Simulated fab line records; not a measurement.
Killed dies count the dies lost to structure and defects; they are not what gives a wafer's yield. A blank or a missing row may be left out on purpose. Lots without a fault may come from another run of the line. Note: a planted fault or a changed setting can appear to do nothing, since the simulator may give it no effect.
fab line records	flow n5-finfet
record: lots: 6	wafers: 18	last-day: 18
route steps=1938 shown PASSIVATION@1921 END@1938
lots with no fault: from the same line, run without faults
start-h: hours from the record's first day to the start of the lot's first wafer shown	wait-h: time in hours since the lot's previous step	" identical to the entry in the row above	L1.1+2: one row covering several wafers at once	- either no value or no given start	* or withheld: withheld	< > ~ a bound
route shown NAME@n: a module of which the file shows steps, and the number in the route of the first	usual: mean/standard deviation of fault-free wafers	same: alike in all rows	chamber/n: place in a boat	sites: readings site by site	_std_site: standard deviation across them	_edge_site: outer sites' mean less inner sites'	radius-mm: for every site, how far away it sits from the centre of the wafer	mask NAME#n: copy n	behind: the last tool/chamber to shape the wafer	hold: cause of the lot's hold/its duration in hours/its outcome	device: which transistor (n, p or np) failed to switch	end of line: the same wafers' tests at the end of the route	for a step that has no rows: nothing shown but its recipe	killed: not the wafer's yield, but the dies lost to structure and defects at the first sort	map: a wafer's dies, x killed, . not, _ none there
set.NAME: the setting as run; set.NAME@STEP: as run at that earlier step	model.NAME: the simulator's own value behind a step, which no gauge read
a table for each step, a row for each wafer; lots at some steps of the route
services: from which hour (start-h, from the record's first day; less than 0 if before it) a tool's chamber was out of use, for how many hours, and why
== steps ==
step: N5_PASSIVATION_EXPOSE_41
recipe: mask-id: PASS_OPEN	na: 0.55	defocus-nm: 0	source-shape: conventional	sigma-outer: 0.8	polarization: unpolarized	target-cd-nm: 40000	dose-mj: 57.25
step: N5_PASSIVATION_PEB_42
recipe: peb-temp-c: withheld	peb-time-s: *
step: N5_PASSIVATION_DEVELOP_43
recipe: develop-time-s: 60	rinse-liquid: diw	dry: air-spin	dev-temp-c: 21
step: N5_PASSIVATION_HARDBAKE_45
recipe: temp-c: 130	time-s: 120
step: N5_PASSIVATION_CD_MEAS_44
recipe: target-cd-nm: 40000	landing-energy-ev: 500	detector: se-inlens
usual: cd-nm: 39999/3.1
lot.wafer	tool	chamber	start-h	wait-h	cd-nm
L379.1	cd-sem-03	0	267.70	-	40001
L379.5	"	0	"	"	39998
L379.6	"	0	"	"	39996
L387.1	cd-sem-02	0	311.16	-	39998
L387.2	"	0	"	"	40001
L387.3	"	0	"	"	39998
L390.2	cd-sem-02	0	330.53	-	40000
L390.4	"	0	"	"	39997
L390.6	"	0	"	"	39995
L391.4	cd-sem-01	0	347.08	-	39999
L391.5	"	0	"	"	39999
L391.6	"	0	"	"	40001
L402.2	cd-sem-01	0	417.48	-	39998
L402.3	"	0	"	"	39996
L402.6	"	0	"	"	40001
L401.1	cd-sem-01	0	418.69	-	39996
L401.2	"	0	"	"	40001
L401.4	"	0	"	"	40002
step: N5_PASSIVATION_OVL_MEAS_66
recipe: points-per-wafer: 44
usual: PASS_OPEN_OVL: 2/5.7
lot.wafer	tool	chamber	start-h	wait-h	PASS_OPEN_OVL[nm]
L379.1	overlay-02	0	267.73	0.0	2
L379.5	"	0	"	"	3
L379.6	"	0	"	"	3
L387.1	overlay-01	0	311.20	0.0	6
L387.2	"	0	"	"	5
L387.3	"	0	"	"	8
L390.2	overlay-01	0	330.57	0.0	18
L390.4	"	0	"	"	9
L390.6	"	0	"	"	2
L391.4	overlay-01	0	347.11	0.0	12
L391.5	"	0	"	"	10
L391.6	"	0	"	"	13
L402.2	overlay-02	0	417.51	0.0	15
L402.3	"	0	"	"	10
L402.6	"	0	"	"	15
L401.1	overlay-02	0	418.72	0.0	1
L401.2	"	0	"	"	-2
L401.4	"	0	"	"	7
step: N5_PASSIVATION_INSPECT_67
recipe: mode: adi	inspect-instrument: macro
usual: raw-defect-count: 1.9/1.3
lot.wafer	tool	chamber	start-h	wait-h	raw-defect-count
L379.1	defect-inspect-01	-	267.76	0.0	2
L379.5	"	-	"	"	3
L379.6	"	-	"	"	0
L387.1	defect-inspect-02	-	311.22	0.0	3
L387.2	"	-	"	"	3
L387.3	"	-	"	"	1
L390.2	defect-inspect-02	-	330.59	0.0	1
L390.4	"	-	"	"	2
L390.6	"	-	"	"	5
L391.4	defect-inspect-01	-	347.13	0.0	2
L391.5	"	-	"	"	3
L391.6	"	-	"	"	0
L402.2	defect-inspect-02	-	417.53	0.0	2
L402.3	"	-	"	"	2
L402.6	"	-	"	"	2
L401.1	defect-inspect-01	-	418.74	0.0	3
L401.2	"	-	"	"	1
L401.4	"	-	"	"	2
step: N5_PASSIVATION_DESCUM_46
recipe: chemistry: O2	time-s: 7.9	source-power-w: 50	bias-power-w: 20	pressure-mtorr: 20	rf-frequency-hz: 2.712e+07	temp-c: 40	o2-flow-sccm: 225
usual: drypump-motor-current-A: 5.56/0.3	oes-product-au: 0.79/0.082	rf-vpp-V: 243.4/1.4	showerhead-plenum-p-Torr: 2.11/0.065	throttle-valve-pct: 20.30/0.22
lot.wafer	tool	chamber	start-h	wait-h	drypump-motor-current-A	oes-product-au	rf-hours-counter-h	rf-vpp-V	showerhead-plenum-p-Torr	throttle-valve-pct
L379.1	rie-diel-05	1	267.80	0.0	5.39	0.91	28	241.1	2.05	20.41
L379.5	"	3	"	"	5.69	0.69	-	243.2	2.08	20.48
L379.6	"	2	"	"	5.77	0.68	-	244.6	2.14	19.99
L387.1	rie-diel-05	2	311.27	0.0	5.78	0.67	241	244.9	2.13	20.00
L387.2	"	0	"	"	5.55	0.80	96	244.5	2.20	20.37
L387.3	"	1	"	"	5.38	0.89	42	241.1	2.05	20.41
L390.2	rie-diel-05	0	330.77	0.2	5.56	0.80	106	244.6	2.20	20.38
L390.4	"	0	"	"	5.58	0.79	-	244.6	2.20	20.36
L390.6	"	1	"	"	5.37	0.88	-	243.2	2.04	20.42
L391.4	rie-diel-04	0	347.17	0.0	5.91	0.72	230	241.9	2.07	20.38
L391.5	"	1	"	"	5.38	0.82	-	242.7	2.04	20.09
L391.6	"	2	"	"	5.74	0.70	-	244.2	2.15	20.68
L402.2	rie-diel-04	0	417.98	0.4	5.91	0.71	249	241.7	2.06	20.42
L402.3	"	3	"	"	4.97	0.80	115	243.4	2.20	20.32
L402.6	"	0	"	"	5.93	0.70	-	244.5	2.06	20.43
L401.1	rie-diel-05	1	419.35	0.6	5.41	0.83	84	242.3	2.03	20.47
L401.2	"	2	"	"	5.79	0.92	20	242.8	2.12	19.68
L401.4	"	3	"	"	5.68	0.88	36	241.3	2.06	20.10
step: N5_PASSIVATION_PASS_ETCH_47
recipe: chemistry: CF4/O2	target: SiNx	target-depth-a: 7700	time-s: 385	ion-energy-ev: 100	pressure-mtorr: 40	source-w: 535	bias-w: 49	Ar_flow_sccm: 100	cf4-flow-sccm: 100	O2_flow_sccm: 10
usual: drypump-motor-current-A: 5.56/0.3	oes-product-au: 0.79/0.081	rf-vpp-V: 240/4.1	showerhead-plenum-p-Torr: 2.22/0.067	throttle-valve-pct: 15.76/0.22
lot.wafer	tool	chamber	start-h	wait-h	drypump-motor-current-A	oes-product-au	rf-hours-counter-h	rf-vpp-V	showerhead-plenum-p-Torr	throttle-valve-pct
L379.1	rie-diel-05	1	267.83	0.0	5.40	0.89	28	242	2.17	15.75
L379.5	"	3	"	"	5.70	0.69	-	247	2.18	15.89
L379.6	"	2	"	"	5.76	0.69	-	237	2.26	15.63
L387.1	rie-diel-05	2	311.31	0.0	5.77	0.67	241	236	2.26	15.67
L387.2	"	0	"	"	5.56	0.81	97	242	2.31	15.85
L387.3	"	1	"	"	5.39	0.88	42	240	2.16	15.77
L390.2	rie-diel-05	0	330.80	0.0	5.57	0.80	106	243	2.31	15.84
L390.4	"	0	"	"	5.57	0.79	-	241	2.31	15.86
L390.6	"	1	"	"	5.40	0.86	-	241	2.16	15.79
L391.4	rie-diel-04	0	347.20	0.0	5.90	0.72	230	240	2.17	15.90
L391.5	"	1	"	"	5.37	0.83	-	236	2.13	15.40
L391.6	"	2	"	"	5.67	0.70	-	233	2.27	16.17
L402.2	rie-diel-04	0	418.01	0.0	5.92	0.69	249	240	2.17	15.92
L402.3	"	3	"	"	4.96	0.81	115	241	2.30	15.65
L402.6	"	0	"	"	5.92	0.70	-	238	2.17	15.93
L401.1	rie-diel-05	1	419.39	0.0	5.38	0.82	84	240	2.15	15.87
L401.2	"	2	"	"	5.76	0.92	20	236	2.25	15.25
L401.4	"	3	"	"	5.69	0.88	36	247	2.16	15.49
step: N5_PASSIVATION_ETCH_54
recipe: chemistry: CHF3/O2	target: SiO2	target-depth-a: 8800	CHF3_flow_sccm: 50	O2_flow_sccm: 5	Ar_flow_sccm: 200	time-s: 440	mask-material: PR	pressure-mtorr: 30	source-w: 650	bias-w: 170	ion-energy-ev: 200
usual: CHF3_flow_sccm: 50.02/0.14	drypump-motor-current-A: 5.56/0.3	oes-product-au: 0.79/0.08	rf-vpp-V: 523/8	showerhead-plenum-p-Torr: 2.42/0.075	throttle-valve-pct: 18.65/0.2
lot.wafer	tool	chamber	start-h	wait-h	CHF3_flow_sccm	drypump-motor-current-A	oes-product-au	rf-hours-counter-h	rf-vpp-V	showerhead-plenum-p-Torr	throttle-valve-pct
L379.1	rie-diel-05	1	268.06	0.1	49.95	5.39	0.90	28	522	2.35	18.63
L379.5	"	3	"	"	50.28	5.68	0.69	-	539	2.37	18.72
L379.6	"	2	"	"	49.76	5.79	0.68	-	517	2.48	18.54
L387.1	rie-diel-05	2	311.53	0.1	49.99	5.76	0.67	242	516	2.47	18.55
L387.2	"	0	"	"	49.92	5.55	0.81	97	527	2.50	18.61
L387.3	"	1	"	"	50.04	5.38	0.88	42	522	2.34	18.66
L390.2	rie-diel-05	0	331.03	0.1	50.07	5.58	0.79	106	527	2.50	18.64
L390.4	"	0	"	"	49.92	5.57	0.79	-	525	2.50	18.63
L390.6	"	1	"	"	50.16	5.40	0.86	-	523	2.34	18.67
L391.4	rie-diel-04	0	347.43	0.1	50.04	5.92	0.72	230	522	2.38	18.77
L391.5	"	1	"	"	49.96	5.38	0.83	-	516	2.34	18.38
L391.6	"	2	"	"	50.00	5.69	0.70	-	508	2.49	19.12
L402.2	rie-diel-04	0	418.24	0.1	49.75	5.92	0.70	249	523	2.37	18.80
L402.3	"	3	"	"	50.01	4.95	0.80	115	523	2.53	18.70
L402.6	"	0	"	"	49.90	5.91	0.70	-	524	2.37	18.78
L401.1	rie-diel-05	1	419.62	0.1	49.82	5.41	0.82	84	523	2.33	18.73
L401.2	"	2	"	"	50.03	5.77	0.92	20	517	2.46	18.21
L401.4	"	3	"	"	50.26	5.69	0.88	36	539	2.35	18.35
step: N5_PASSIVATION_STRIP_48
recipe: chemistry: O2	power-w: 600	temp-c: 60	pressure-mtorr: 30	rf-frequency-hz: 6e+07	bias-power-w: 0	overash-fraction: 0.5	o2-flow-sccm: 225
usual: drypump-motor-current-A: 5.56/0.3	oes-product-au: 0.79/0.081	rf-vpp-V: 3.4/2.2	showerhead-plenum-p-Torr: 2.11/0.065	throttle-valve-pct: 16.56/0.21
lot.wafer	tool	chamber	start-h	wait-h	drypump-motor-current-A	oes-product-au	rf-hours-counter-h	rf-vpp-V	showerhead-plenum-p-Torr	throttle-valve-pct
L379.1	rie-diel-05	1	268.35	0.1	5.36	0.89	28	7.2	2.06	16.50
L379.5	"	3	"	"	5.69	0.69	-	2.5	2.08	16.77
L379.6	"	2	"	"	5.80	0.68	-	8.4	2.14	16.38
L387.1	rie-diel-05	2	311.82	0.1	5.81	0.66	242	3.6	2.13	16.31
L387.2	"	0	"	"	5.55	0.82	97	3.3	2.20	16.63
L387.3	"	1	"	"	5.38	0.85	42	1.7	2.05	16.64
L390.2	rie-diel-05	0	331.32	0.1	5.54	0.82	107	4.9	2.20	16.60
L390.4	"	0	"	"	5.55	0.77	-	2.0	2.20	16.67
L390.6	"	1	"	"	5.40	0.87	-	1.8	2.05	16.61
L391.4	rie-diel-04	0	347.72	0.1	5.89	0.72	230	4.9	2.07	16.75
L391.5	"	1	"	"	5.38	0.80	-	1.8	2.04	16.36
L391.6	"	2	"	"	5.71	0.71	-	1.5	2.15	16.92
L402.2	rie-diel-04	0	418.53	0.1	5.91	0.67	250	5.8	2.07	16.79
L402.3	"	3	"	"	4.97	0.81	115	5.6	2.21	16.58
L402.6	"	0	"	"	5.92	0.71	-	3.7	2.07	16.77
L401.1	rie-diel-05	1	419.90	0.1	5.42	0.80	84	6.5	2.04	16.65
L401.2	"	2	"	"	5.79	0.92	20	5.5	2.13	16.04
L401.4	"	3	"	"	5.70	0.91	36	3.8	2.07	16.36
step: N5_PASSIVATION_STRIP_52
recipe: chemistry: post-etch-residue-remover	time-s: 1200	temp-c: 72.5
step: N5_PASSIVATION_CLEAN_71
recipe: chemistry: IPA	time-s: 180	temp-c: 25
lot.wafer	tool	chamber	start-h	wait-h
L379.1+5+6	wet-bench-04	7,6,5	268.75	0.0
L387.1+2+3	wet-bench-02	2,4,5	312.25	0.0
L390.2+4+6	wet-bench-03	6,1,7	331.72	0.0
L391.4+5+6	wet-bench-03	4,7,6	348.12	0.0
L402.2+3+6	wet-bench-03	6,4,0	418.93	0.0
L401.1+2+4	wet-bench-03	1,7,4	420.31	0.0
step: N5_PASSIVATION_SRD_72
recipe: dry: ipa-marangoni	time-s: 30	temp-c: 23	rinse-liquid: diw
step: N5_PASSIVATION_ANNEAL_56
recipe: temp-c: 400	time-s: 1800	ambient: FGA	idle-temp-c: 300	ramp-up-c-per-min: 5	ramp-down-c-per-min: 3
step: N5_PASSIVATION_PROBE_49
usual: defect-limited-yield: 91.0/1.5	killed_at_M0_to_M3: 34/9.1	killed_at_M4_up: 14/5.7	killed-at-contacts: 13/5.7	killed-at-front-end: 42/12	killed-at-other: 4/3.4	killed-dies: 106/17	killed-on-rim: 14/4.3	killed-open: 70/13	killed-short: 34/7.5	sort_bin_5_function: 5.2/0.94	sort_bin_6_memory: 3.4/0.69	sort-n-pass: 1074/17	sort-yield-pct: 91.0/1.5
same: gross-dies: 1180	killed-at-back-side: 0	sort_bin_4_leakage[%]: 0	sort_bin_8_speed[%]: 0
lot.wafer	tool	chamber	start-h	wait-h	defect-limited-yield[%]	killed_at_M0_to_M3	killed_at_M4_up	killed-at-contacts	killed-at-front-end	killed-at-other	killed-dies	killed-on-rim	killed-open	killed-short	sort_bin_5_function[%]	sort_bin_6_memory[%]	sort-n-pass	sort-yield-pct[%]
L379.1	prober-01	-	270.85	0.0	92.8	35	13	8	27	2	85	9	54	28	4.2	2.8	1095	92.8
L379.5	prober-01	-	271.05	0.2	92.0	22	23	14	33	2	94	11	59	30	4.2	3.3	1086	92.0
L379.6	prober-01	-	271.10	0.3	93.4	32	8	10	27	1	78	14	52	21	3.4	3.1	1102	93.4
L387.1	prober-02	-	314.37	0.0	91.8	39	16	7	34	1	97	14	60	34	4.2	3.5	1083	91.8
L387.2	prober-02	-	314.42	0.1	90.7	34	26	16	34	0	110	18	79	31	6.4	2.6	1070	90.7
L387.3	prober-02	-	314.47	0.1	90.8	23	15	11	58	2	109	10	76	32	6.0	2.9	1071	90.8
L390.2	prober-01	-	333.86	0.1	93.1	24	7	12	33	6	82	12	50	31	3.8	3.0	1098	93.1
L390.4	prober-01	-	333.96	0.2	92.0	30	10	17	35	2	94	12	59	34	4.0	3.4	1086	92.0
L390.6	prober-01	-	334.06	0.3	91.4	30	6	19	35	11	101	17	61	39	4.6	3.6	1079	91.4
L391.4	prober-01	-	351.71	0.2	90.5	32	16	16	47	1	112	15	77	34	5.3	3.9	1068	90.5
L391.5	prober-01	-	351.76	0.2	92.9	20	15	10	38	1	84	11	57	26	4.1	2.8	1096	92.9
L391.6	prober-01	-	351.81	0.3	91.9	31	15	11	37	2	96	16	69	26	4.8	3.3	1084	91.9
L402.2	prober-01	-	421.86	0.1	91.8	34	13	14	33	3	97	17	72	23	5.1	2.9	1083	91.8
L402.3	prober-01	-	421.91	0.1	81.9	25	14	15	44	115	213	28	63	30	11.0	4.3	967	81.9
L402.6	prober-01	-	422.06	0.3	92.2	35	15	15	27	0	92	18	65	21	4.8	2.6	1088	92.2
L401.1	prober-01	-	422.53	0.0	90.8	48	14	10	37	0	109	19	61	42	5.2	3.4	1071	90.8
L401.2	prober-01	-	422.58	0.1	91.2	33	14	15	38	4	104	18	78	26	5.3	3.2	1076	91.2
L401.4	prober-01	-	422.68	0.2	83.1	36	7	12	30	115	200	23	55	34	11.4	3.4	980	83.1
killed by level:class
L379.1 BEOL_M0_SAQP:geometric-particle:short=8 BEOL_M1:geometric-particle:open=8 STI_FIN_REVEAL:geometric-particle:open=7 DUMMY_GATE:geometric-particle:short=7 MOL_CONTACT_COAG:geometric-particle:open=7 BEOL_M4:geometric-particle:open=7 BEOL_M2:geometric-particle:open=7 BEOL_M3:geometric-particle:open=4
L379.5 MOL_CONTACT_COAG:geometric-particle:open=10 BEOL_M4:geometric-particle:open=9 BEOL_M0_SAQP:geometric-particle:open=8 STI_FIN_REVEAL:geometric-particle:open=7 BEOL_M0_SAQP:geometric-particle:short=5 FIN_SAQP:geometric-particle:short=4 MOL_CONTACT_COAG:geometric-particle:short=4 STARTING-WAFER:geometric-particle:short=4
L379.6 BEOL_M2:geometric-particle:open=9 MOL_CONTACT_COAG:geometric-particle:open=8 DUMMY_GATE:geometric-particle:open=7 FIN_SAQP:geometric-particle:open=6 BEOL_M0_SAQP:geometric-particle:short=6 BEOL_M0_SAQP:geometric-particle:open=6 BEOL_M1:geometric-particle:open=6 DUMMY_GATE:geometric-particle:short=4
L387.1 BEOL_M0_SAQP:geometric-particle:short=9 BEOL_M3:geometric-particle:open=8 BEOL_M1:geometric-particle:open=7 FIN_SAQP:geometric-particle:open=6 MOL_CONTACT_COAG:geometric-particle:open=6 GATE_CUT:geometric-particle:open=5 BEOL_M4:geometric-particle:open=5 BEOL_M2:geometric-particle:short=5
L387.2 BEOL_M4:geometric-particle:open=16 MOL_CONTACT_COAG:geometric-particle:open=14 BEOL_M0_SAQP:geometric-particle:short=10 FIN_SAQP:geometric-particle:open=7 BEOL_M1:geometric-particle:open=7 STI_FIN_REVEAL:geometric-particle:open=6 DUMMY_GATE:geometric-particle:open=6 FIN_SAQP:geometric-particle:short=5
L387.3 FIN_SAQP:geometric-particle:open=21 BEOL_M4:geometric-particle:open=10 MOL_CONTACT_COAG:geometric-particle:open=9 FIN_SAQP:geometric-particle:short=7 DUMMY_GATE:geometric-particle:open=6 BEOL_M0_SAQP:geometric-particle:short=6 GATE_CUT:geometric-particle:short=5 BEOL_M0_SAQP:geometric-particle:open=5
L390.2 FIN_SAQP:geometric-particle:open=10 FIN_SAQP:geometric-particle:short=10 MOL_CONTACT_COAG:geometric-particle:open=10 BEOL_M1:geometric-particle:open=8 BEOL_M0_SAQP:geometric-particle:open=6 BEOL_M0_SAQP:geometric-particle:short=6 GATE_CUT:geometric-particle:short=4 BEOL_M4:geometric-particle:open=3
L390.4 MOL_CONTACT_COAG:geometric-particle:open=14 FIN_SAQP:geometric-particle:open=10 BEOL_M0_SAQP:geometric-particle:short=10 BEOL_M0_SAQP:geometric-particle:open=8 FIN_SAQP:geometric-particle:short=5 BEOL_M3:geometric-particle:open=4 STI_FIN_REVEAL:geometric-particle:open=3 DUMMY_GATE:geometric-particle:open=3
L390.6 MOL_CONTACT_COAG:geometric-particle:open=14 BEOL_M0_SAQP:geometric-particle:open=13 FIN_SAQP:geometric-particle:open=10 BEOL_M0_SAQP:geometric-particle:short=10 FIN_SAQP:geometric-particle:short=8 MOL_CONTACT_COAG:geometric-particle:short=5 DUMMY_GATE:geometric-particle:open=5 MIM_TOP_ETCH:geometric-particle:short=4
L391.4 MOL_CONTACT_COAG:geometric-particle:open=14 BEOL_M0_SAQP:geometric-particle:open=12 STI_FIN_REVEAL:geometric-particle:open=11 FIN_SAQP:geometric-particle:open=7 BEOL_M0_SAQP:geometric-particle:short=7 FIN_SAQP:geometric-particle:short=6 GATE_CUT:geometric-particle:short=5 GATE_CUT:geometric-particle:open=5
L391.5 STI_FIN_REVEAL:geometric-particle:open=9 GATE_CUT:geometric-particle:short=9 MOL_CONTACT_COAG:geometric-particle:open=9 BEOL_M3:geometric-particle:open=7 BEOL_M4:geometric-particle:open=6 BEOL_M2:geometric-particle:open=5 FIN_SAQP:geometric-particle:short=4 DUMMY_GATE:geometric-particle:open=4
L391.6 MOL_CONTACT_COAG:geometric-particle:open=9 STI_FIN_REVEAL:geometric-particle:open=8 GATE_CUT:geometric-particle:short=7 BEOL_M0_SAQP:geometric-particle:short=7 BEOL_M0_SAQP:geometric-particle:open=7 GATE_CUT:geometric-particle:open=6 BEOL_M2:geometric-particle:open=5 BEOL_M3:geometric-particle:open=5
L402.2 BEOL_M2:geometric-particle:open=13 FIN_SAQP:geometric-particle:open=10 MOL_CONTACT_COAG:geometric-particle:open=10 FIN_SAQP:geometric-particle:short=7 BEOL_M1:geometric-particle:open=7 BEOL_M0_SAQP:geometric-particle:open=5 STI_FIN_REVEAL:geometric-particle:open=4 MOL_CONTACT_COAG:geometric-particle:short=4
L402.3 PASSIVATION:unspecified=114 MOL_CONTACT_COAG:geometric-particle:open=14 ILD0:geometric-particle:open=8 BEOL_M2:geometric-particle:open=8 BEOL_M0_SAQP:geometric-particle:short=7 BEOL_M4:geometric-particle:open=6 FIN_SAQP:geometric-particle:short=4 FIN_SAQP:geometric-particle:open=4
L402.6 MOL_CONTACT_COAG:geometric-particle:open=12 BEOL_M3:geometric-particle:open=11 BEOL_M4:geometric-particle:open=9 BEOL_M2:geometric-particle:open=7 BEOL_M0_SAQP:geometric-particle:short=5 BEOL_M1:geometric-particle:open=5 FIN_SAQP:geometric-particle:open=4 HKMG_FIN:area-etch=4
L401.1 BEOL_M0_SAQP:geometric-particle:open=15 BEOL_M0_SAQP:geometric-particle:short=13 BEOL_M2:geometric-particle:open=11 MOL_CONTACT_COAG:geometric-particle:open=9 FIN_SAQP:geometric-particle:short=6 BEOL_M4:geometric-particle:open=6 HKMG_FIN:area-etch=6 ILD0:geometric-particle:short=5
L401.2 STI_FIN_REVEAL:geometric-particle:open=17 MOL_CONTACT_COAG:geometric-particle:open=10 BEOL_M0_SAQP:geometric-particle:short=9 BEOL_M2:geometric-particle:open=9 GATE_CUT:geometric-particle:open=6 MOL_CONTACT_COAG:geometric-particle:short=5 BEOL_M0_SAQP:geometric-particle:open=5 BEOL_M3:geometric-particle:open=5
L401.4 PASSIVATION:unspecified=110 MOL_CONTACT_COAG:geometric-particle:open=9 BEOL_M2:geometric-particle:open=9 GATE_CUT:geometric-particle:short=8 BEOL_M0_SAQP:geometric-particle:short=7 BEOL_M1:geometric-particle:open=6 BEOL_M0_SAQP:geometric-particle:open=5 FIN_SAQP:geometric-particle:open=4
map L401.4 (x killed, . not)
_________________x...........________________
______________................x._____________
___________..............x...x.....__________
__________...x.x..xx......x........._________
________..x.................x........._______
_______................x............x..______
______............x....................._____
_____.xxxxx....x.........................____
____xxxxx.x.x..xx.....x............x....x.___
___xxxxxxx.xxx.............xx...x..........__
___xxxxxxxxx.x...x.........................__
__xxxxxxxxxxx..x..........x..........x...x.._
__xxxxxxxxxxxxxx...............x..........x._
_xxxxxxxxxxxxxxx......x.x.xxx................
_xxxxxxxxxxxx.x...x...x....xx.............x..
_.xxxxxxxxxx..x..............................
_.xxxxxxxxx.......................x..........
_..x.x.x..............................x......
_....x...x...................x.........x....x
_...xxx......x...............x.....x.........
_..........xx.........x......................
__..........................x..............._
__..........x..x...............x.x..x......._
___............x...x........x........x.....__
___x.......x...x................x..........__
____.....................................x___
_____...........x.x......x...x...........____
______................x..x...x.........._____
_______......x.......................x.______
________.......x.........x............_______
__________.......xx..x..x..........._________
___________.............x..........__________
______________.........x.x...x.._____________
_________________........x..x________________
map L402.3 (x killed, . not)
_________________..x.........________________
______________..............x..._____________
___________.........x........xx....__________
__________....x..x.................._________
________...x.........................._______
_______x......x............xx..........______
______x.x..x..x...............x........._____
_____xx.x.x..............................____
____xxxxxxxx.x.....x..........x.x.........___
___xxxxxxxxx.xx............................__
___xxxxxxxxxxx..x.....x....................__
__xxxxxxxxxxxxx.........x..................._
__xxxxxxxxxxx.x........xx..................._
_.xxxxxxxxxx...xx...x.....x..x.............x.
_xxxxxxxxxxxx....xx..........................
_..xxxxxxxxxx..........x....x.x..x..xx.x.....
_xx.xx.xxx....x..............................
_..x.x.x..xx..xx...........x..............x..
_.....xxx...xx........x.x.............x......
_......x..x.xx.x...xx..........x.............
_..........x................x................
__x...............................xx..x....._
__..............x.......x.x.....x.......xx.._
___..x......x..........x..............x..x.__
___...........x.....x...x.....x..........x.__
____.........x...........x..........x.x...___
_____....x...........x.x...x.......x...x.____
______.x........x......x.......x........_____
_______x..............x................______
________................x.........x..x_______
__________.........................._________
___________..............x.x......x__________
______________..xx........x....._____________
_________________......x.....________________
step: N5_PASSIVATION_INSPECT_57
recipe: inspect-instrument: macro	mode: outgoing
usual: raw-defect-count: 2.0/1.3
lot.wafer	tool	chamber	start-h	wait-h	raw-defect-count
L379.1	defect-inspect-01	-	271.20	0.0	1
L379.5	"	-	"	"	3
L379.6	"	-	"	"	2
L387.1	defect-inspect-02	-	314.72	0.0	0
L387.2	"	-	"	"	3
L387.3	"	-	"	"	2
L390.2	defect-inspect-01	-	334.16	0.0	2
L390.4	"	-	"	"	2
L390.6	"	-	"	"	2
L391.4	defect-inspect-02	-	351.92	0.0	2
L391.5	"	-	"	"	2
L391.6	"	-	"	"	1
L402.2	defect-inspect-01	-	422.16	0.0	3
L402.3	"	-	"	"	>300
L402.6	"	-	"	"	2
L401.1	defect-inspect-02	-	422.89	0.0	3
L401.2	"	-	"	"	0
L401.4	"	-	"	"	>300
== services ==
tool	chamber	start-h	hours	kind
rie-diel-04	2	266.00	8.9	repair
rie-diel-05	3	304.84	-	clean
rie-diel-05	3	304.84	-	consumable-replace:focus-ring
rie-diel-05	3	304.84	21.1	scheduled-down
rie-diel-05	3	304.84	21.1	vent-cycle
rie-diel-05	2	328.06	-	clean
rie-diel-05	2	328.06	-	consumable-replace:focus-ring
rie-diel-05	1	337.55	4.0	repair
rie-diel-05	-	352.42	0.5	repair
rie-diel-04	-	389.10	14.6	pm
rie-diel-05	-	389.51	2.8	pm
rie-diel-05	2	397.25	10.5	repair
rie-diel-04	2	412.08	-	clean
rie-diel-04	2	412.08	-	consumable-replace:focus-ring
== key ==
first-sign: step: N5_PASSIVATION_PROBE_49	reading: killed-at-other	direction: up	sigmas: 33	usual: 4	struck: 115
effect: step: N5_PASSIVATION_PROBE_49	reading: killed-dies	direction: up	sigmas: 5.8	usual: 106	struck: 206
effect: step: N5_PASSIVATION_INSPECT_57	reading: raw-defect-count	direction: up	sigmas: 99+	usual: 2.0	struck: >300
more-kills-born-at: N5_PASSIVATION_CLEAN_71@wet-bench-03: 224
met-at N5_PASSIVATION_CLEAN_71
struck-wafers L401.4,L402.3
onset-between 348.12 418.93
fault: kind: chamber-particle-source	tool: wet-bench-03	chamber: 4	onset-h: 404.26	steps: N5_PASSIVATION_CLEAN_71	rate-per-visit-cm2: 0.88045	end-h: 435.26
